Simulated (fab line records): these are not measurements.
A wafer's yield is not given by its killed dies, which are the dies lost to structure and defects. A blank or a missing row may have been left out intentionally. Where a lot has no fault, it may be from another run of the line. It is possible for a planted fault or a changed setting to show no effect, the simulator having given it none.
Which tool is to blame?    flow nand_harc    33 wafers from 11 lots sampled at 5 of the route's 1159 steps

WHAT THE GAUGES READ, wafer by wafer
NHARC_END_SORT_01.
lot   measured      on         killed_at_array
L213  day 22 13:04  prober-02  9 18 19
L217  day 22 20:50  prober-02  24 25 19

WHAT TOOL EACH LOT RAN ON (gives the tool, then ch and the chambers of the sampled wafers, and finally the start)
lot   NHARC_A_CHANNEL_HOLE_D1_ETCH_44     NHARC_A_CHANNEL_FILL_D1_ALD_16    NHARC_A_CHANNEL_FILL_D1_ALD_25    NHARC_A_CHANNEL_FILL_D1_STRIP_29
L202  rie_diel-06 ch 1,3, day 8 16:22     ald_hk-04 ch 0,2,3, day 9 05:47   ald_hk-04 ch 0,1,3, day 10 05:53  rie_diel-13 ch 0,2,3, no start
L204  rie_diel-12 ch 0,1,2, day 8 17:57   ald_hk-01 ch 0,1,2, day 9 05:50   ald_hk-01 ch 1,2, day 10 05:53    rie_diel-01 ch 0,1, no start
L203  rie_diel-12 ch 0,2, day 9 01:22     ald_hk-01 ch 1,3, day 9 14:46     ald_hk-03 ch 0,2,3, day 10 14:30  rie_diel-13 ch 0,1,3, no start
L206  rie_diel-06 ch 1,2, day 9 10:35     ald_hk-01 ch 2,3, day 10 01:02    ald_hk-03 ch 1,3, day 11 01:23    rie_diel-01 ch 2,3, day 11 06:29
L205  rie_diel-06 ch 0,1,3, day 9 11:20   ald_hk-01 ch 1,2,3, day 10 01:14  ald_hk-04 ch 1,2, day 11 00:35    rie_diel-13 ch 1,2, day 11 06:30
L212  rie_diel-05 ch 0,1,2, day 10 20:33  ald_hk-01 ch 0,1,2, day 11 09:58  ald_hk-01 ch 0,1,3, day 12 09:22  rie_diel-07 ch 1,2,3, no start
L213  rie_diel-05 ch 0,1,3, day 11 06:34  ald_hk-01 ch 1,2,3, day 11 20:07  ald_hk-04 ch 0,2,3, day 12 21:28  rie_diel-01 ch 0,1, day 22 13:04 or earlier
L218  rie_diel-12 ch 1,2,3, day 12 09:41  ald_hk-01 ch 0,2,3, day 13 00:30  ald_hk-03 ch 0,3, day 14 00:33    rie_diel-13 ch 1,2, no start
L217  rie_diel-06 ch 1,2, day 12 11:09    ald_hk-01 ch 0,1,2, day 13 00:37  ald_hk-01 ch 1,3, day 14 01:10    rie_diel-13 ch 0,1,2, day 22 20:50 or earlier
L222  rie_diel-05 ch 0,2, day 13 12:17    ald_hk-04 ch 0,1,3, day 14 04:18  ald_hk-03 ch 0,2, day 15 04:29    rie_diel-07 ch 0,1,3, day 15 09:32
L224  rie_diel-05 ch 0,3, day 13 21:22    ald_hk-01 ch 2,3, day 14 09:40    ald_hk-01 ch 1,3, day 15 09:52    rie_diel-07 ch 1,2,3, no start
- NHARC_A_CHANNEL_HOLE_D1_ETCH_44: etches the open film in CF4/O2, target depth 140 nm, overetch 14 nm, time 77 s.
- NHARC_A_CHANNEL_FILL_D1_ALD_16: deposits SiO2, target thk 1.5 nm, pulse time 10 s, ald cycles 15.
- NHARC_A_CHANNEL_FILL_D1_ALD_25: deposits SiOx, target thk 60 nm, pulse time 10 s, ald cycles 600.
- NHARC_A_CHANNEL_FILL_D1_STRIP_29: strips in O2, time 20 s.

THE ANSWER, worked out from the rows above alone
Rule: the usual values come from the lots themselves. Put in order of their means at a reading, lots are off if they are a third of the lots or fewer, leave a main group of 4 or more, and stand apart from it by a gap of 3 or more times the standard deviation of the main group's means; of several such gaps the widest counts. Not used: any main group whose means are identical at the precision the tables above print for the reading. Also off: a lot with no number at a reading for which 4 or more lots have one. Any other lot the step has rows for is counted as sound.
Nothing can be told from this: no lot is off at any reading shown.

WHAT HAD BEEN PUT IN BY THE SIMULATOR
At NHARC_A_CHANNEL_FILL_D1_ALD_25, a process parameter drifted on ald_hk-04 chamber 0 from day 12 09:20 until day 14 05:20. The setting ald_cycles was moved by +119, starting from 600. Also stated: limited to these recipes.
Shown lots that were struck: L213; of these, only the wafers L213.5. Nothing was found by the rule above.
